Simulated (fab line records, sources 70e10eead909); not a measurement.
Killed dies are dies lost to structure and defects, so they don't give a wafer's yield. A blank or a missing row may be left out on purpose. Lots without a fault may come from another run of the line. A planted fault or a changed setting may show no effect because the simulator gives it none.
A struck lot beside a sound one | flow nand_harc | 20 steps out of a route of 1159
Sound: wafers L599.1, L599.3, L599.5. Struck: wafers L605.2, L605.4, L605.5. The cause comes at the end.
At each step with rows: each side's tool, then ch and its chambers, then its first start. Under that, the readings that differ: sound wafers | struck wafers | difference of the means | sigmas: that difference in standard deviations of wafers without a fault.
alike: readings whose means differ by less than 2 such deviations, and words and numbers that are the same on both sides. not compared: withheld readings, readings that some wafer has no value for, bounds like >300 that may hide the same value, and numbers for which the record gives no deviation and whose values overlap.
The two part at a step that has a row with sigmas, a row that says differs or no value, or rows on one side only. Numbers that don't overlap but have no deviation are shown without sigmas and don't part them. A reading that every wafer of one side lacks parts them only if that side has two wafers or more.

NHARC_P_ZERO_WELL_CD_MEAS_11: target cd 500 nm.
  sound on cd_sem-03 ch 0, day 3 07:07; struck on cd_sem-02 ch 0, day 4 19:14
  alike: cd_nm
then, 1 step without rows for these wafers: NHARC_P_ZERO_WELL_HARDBAKE_12 (time 65 s).
NHARC_P_ZERO_WELL_DESCUM_13: chemistry O2, time 3 s.
  sound on rie_diel-10 ch 0,1,2, day 3 07:17; struck on rie_diel-09 ch 1,2,3, day 4 19:25
  alike: chamber_pressure_mTorr, drypump_motor_current_A, oes_product_au, rf_vpp_V, showerhead_plenum_p_Torr, throttle_valve_pct
  not compared: rf_hours_counter_h
NHARC_P_ZERO_WELL_ETCH_65: etches the open film in N2/H2, target depth 80 nm, overetch 24 nm, time 87.88 s.
  sound on rie_diel-10 ch 0,1, day 3 07:22; struck on rie_diel-09 ch 2,3, day 4 19:29
  alike: chamber_pressure_mTorr, drypump_motor_current_A, oes_product_au, rf_vpp_V, showerhead_plenum_p_Torr, throttle_valve_pct
  not compared: rf_hours_counter_h
NHARC_P_ZERO_WELL_ETCH_62: etches the open film in CHF3/Ar, target depth 13 nm, time 6.5 s.
  sound on rie_diel-10 ch 0,2,3; struck on rie_diel-09 ch 0,2
  alike: chamber_pressure_mTorr, drypump_motor_current_A, oes_product_au, rf_vpp_V, showerhead_plenum_p_Torr, throttle_valve_pct
  not compared: rf_hours_counter_h
NHARC_P_ZERO_WELL_ETCH_63: etches the open film in HBr/Cl2, target depth 120 nm, time 40.1 s.
  sound on rie_si-06 ch 0,3, day 3 07:32; struck on rie_si-06 ch 0,2,3, day 4 19:40
  alike: chamber_pressure_mTorr, drypump_motor_current_A, oes_product_au, throttle_valve_pct
  not compared: rf_hours_counter_h
then, 6 steps without rows for these wafers: NHARC_P_ZERO_WELL_STRIP_15 (strips in SPM, time 900 s); NHARC_P_ZERO_WELL_DEHYDRATE_16 (time 120 s); NHARC_P_ZERO_WELL_HMDS_17 (time 30 s); NHARC_P_ZERO_WELL_COAT_18; NHARC_P_ZERO_WELL_SOFTBAKE_19 (time 95 s); NHARC_P_ZERO_WELL_EBR_20.
NHARC_P_ZERO_WELL_EXPOSE_21: exposes mask P NWELL, target cd 720 nm.
  sound on krf_scanner-04 ch 0, day 3 08:18; struck on krf_scanner-02 ch 0, day 4 20:26
  reading | sound                         | struck                                 | difference | sigmas
  mask    | P_NWELL#0 P_NWELL#0 P_NWELL#0 | P_NWELL_R1#0 P_NWELL_R1#0 P_NWELL_R1#0 | differs    |
then, 2 steps without rows for these wafers: NHARC_P_ZERO_WELL_PEB_22 (peb time 85 s); NHARC_P_ZERO_WELL_DEVELOP_23 (time 70 s).
NHARC_P_ZERO_WELL_CD_MEAS_24: target cd 720 nm.
  sound on cd_sem-01 ch 0, day 3 08:28; struck on cd_sem-01 ch 0, day 4 20:35
  reading    | sound             | struck            | difference | sigmas
  cd_nm (nm) | 720.8 719.1 721.9 | 711.6 711.4 709.4 | -9.8       | -6
then, 1 step without rows for these wafers: NHARC_P_ZERO_WELL_HARDBAKE_25 (time 80 s).
NHARC_P_ZERO_WELL_DESCUM_26: chemistry O2, time 3 s.
  sound on rie_diel-02 ch 0,1, day 3 08:37; struck on rie_diel-10 ch 0,2, day 4 20:45
  reading                      | sound             | struck            | difference | sigmas
  model.P_ZERO_WELL.cd_nm (nm) | 721.1 719.3 721.1 | 711.7 711.2 709.1 | -9.8       |
  alike: chamber_pressure_mTorr, drypump_motor_current_A, oes_product_au, rf_vpp_V, showerhead_plenum_p_Torr, throttle_valve_pct
  not compared: rf_hours_counter_h
then, 1 step without rows for these wafers: NHARC_P_ZERO_WELL_IMPLANT_27.
-- the record jumps here: 18 days lie between the struck wafers' starts before and after (it left off in module P_ZERO_WELL and takes up again in module END, whose first step shown is number 1159 of the route) --
NHARC_END_SORT_01:
  the record has rows for the struck wafers here (prober-01 ch 0, day 22 20:20) and none for the sound ones

WHERE THEY PART
First at NHARC_P_ZERO_WELL_EXPOSE_21; last, within this record, at NHARC_END_SORT_01.

WHY: what the simulator had put in
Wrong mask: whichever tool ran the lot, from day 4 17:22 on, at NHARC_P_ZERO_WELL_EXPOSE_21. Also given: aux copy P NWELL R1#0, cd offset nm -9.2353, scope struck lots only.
